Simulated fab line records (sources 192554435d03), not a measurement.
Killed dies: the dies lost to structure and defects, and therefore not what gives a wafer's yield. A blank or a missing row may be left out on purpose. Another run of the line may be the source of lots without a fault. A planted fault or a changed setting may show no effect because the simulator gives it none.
What tool caused it? -- flow n5 finfet -- 12 lots, 36 wafers sampled, at 6 steps of a route of 1938

## WHAT THE GAUGES SHOWED, per wafer
N5_BEOL_M9_INSPECT_13: inspects for defects (brightfield).
lot,measured,on,raw defect count
L076,day 9 19:03,defect inspect-02,300 363 410
L077,day 10 01:50,defect inspect-01,309 327 317
L079,day 10 08:35,defect inspect-01,462 436 393
L082,day 10 14:00,defect inspect-01,425 632 467
L083,day 10 19:48,defect inspect-01,359 382 415
L088,day 14 10:10,defect inspect-02,372 358 420
L095,day 14 17:37,defect inspect-01,329 313 306
L085,day 14 21:50,defect inspect-02,402 514 481
L092,day 15 12:37,defect inspect-01,487 400 464
L093,day 16 06:05,defect inspect-01,421 438 444
L096,day 16 11:10,defect inspect-01,382 512 445
L097,day 16 18:09,defect inspect-01,352 417 329

## TOOL THAT RAN EACH LOT (tool first, then ch and the chambers of the sampled wafers, then the start)
lot,N5_BEOL_M8_DESCUM_33,N5_BEOL_M8_STRIP_36,N5_BEOL_M8_CURE_75,N5_BEOL_M8_PRE_CLEAN_45,N5_BEOL_M8_SPUTTER_48
L076,"rie diel-02 ch 0,3, day 9 13:52","rie diel-02 ch 0,3, day 9 14:05","uv cure-01 ch 1, day 9 14:35","pvd sputter-01, day 9 15:49","pvd sputter-02, day 9 16:31"
L077,"rie diel-03 ch 0,1,3, day 9 21:49","rie diel-03 ch 0,1,3, day 9 22:02","uv cure-03 ch 1, day 9 22:29","pvd sputter-01, day 9 22:48","pvd sputter-01, day 9 23:19"
L079,"rie diel-03 ch 2,3, day 10 04:31","rie diel-03 ch 2,3, day 10 04:45","uv cure-01 ch 0, day 10 05:20","pvd sputter-02, day 10 05:41","pvd sputter-02, day 10 06:20"
L082,"rie diel-02 ch 0,2,3, day 10 10:16","rie diel-02 ch 0,2,3, day 10 10:29","uv cure-01 ch 0, day 10 10:56","pvd sputter-01, day 10 11:15","pvd sputter-03, day 10 11:46"
L083,"rie diel-02 ch 0,1,3, day 10 15:40","rie diel-02 ch 0,1,3, day 10 15:53","uv cure-02 ch 0, day 10 16:17","pvd sputter-02, day 10 16:39","pvd sputter-03, day 10 17:14"
L088,"rie diel-04 ch 0,2,3, day 14 06:06","rie diel-04 ch 0,2,3, day 14 06:20","uv cure-01 ch 0, day 14 06:46","pvd sputter-02, day 14 07:11","pvd sputter-01, day 14 07:43"
L095,"rie diel-02 ch 0,2,3, day 14 11:45","rie diel-02 ch 0,2,3, day 14 11:59","uv cure-01 ch 2, day 14 12:25","pvd sputter-01, day 14 12:50","pvd sputter-03, day 14 14:10"
L085,"rie diel-02 ch 0,1,3, day 14 16:11","rie diel-02 ch 0,1,3, day 14 16:26","uv cure-02 ch 1, day 14 16:52","pvd sputter-02, day 14 17:25","pvd sputter-03, day 14 18:02"
L092,"rie diel-03 ch 0,2, day 15 08:06","rie diel-03 ch 0,2, day 15 08:20","uv cure-02 ch 1, day 15 08:46","pvd sputter-01, day 15 09:06","pvd sputter-03, day 15 09:40"
L093,"rie diel-03 ch 0,1, day 15 20:29","rie diel-03 ch 0,1, day 15 20:43","uv cure-03 ch 2, day 15 21:23","pvd sputter-02, day 15 21:41","pvd sputter-02, day 15 23:41"
L096,"rie diel-02 ch 0,2,3, day 15 23:52","rie diel-02 ch 0,2,3, day 16 00:05","uv cure-01 ch 1, day 16 00:29","pvd sputter-03, day 16 05:16","pvd sputter-03, day 16 05:59"
L097,"rie diel-03 ch 1,2,3, day 16 12:11","rie diel-03 ch 1,2,3, day 16 12:25","uv cure-01 ch 1, day 16 12:49","pvd sputter-01, day 16 14:04","pvd sputter-01, day 16 14:38"
- N5_BEOL_M8_DESCUM_33: chemistry O2, time 7 s.
- N5_BEOL_M8_STRIP_36: strips in N2/H2.
- N5_BEOL_M8_CURE_75: cures SiCOH lowk, time 120 s.
- N5_BEOL_M8_PRE_CLEAN_45: time 30 s.
- N5_BEOL_M8_SPUTTER_48: material Cu, target thk 10 nm, time 1.667 s.

## THE ANSWER, worked out from the rows above alone
Rule: the lots themselves supply what counts as usual. Put in order of their means at a reading, lots are off if they are a third of the lots or fewer, leave a main group of 4 or more, and stand apart from it by a gap of 3 or more times the standard deviation of the main group's means; of several such gaps the widest counts. A main group is skipped when, at the precision printed for the reading in the tables above, its means are all equal. A lot without any number at a reading at which 4 lots or more have one is off too. All remaining lots with rows at the step are treated as sound.
None of the lots is off at any reading shown; this tells nothing.

## WHAT THE SIMULATOR PUT IN
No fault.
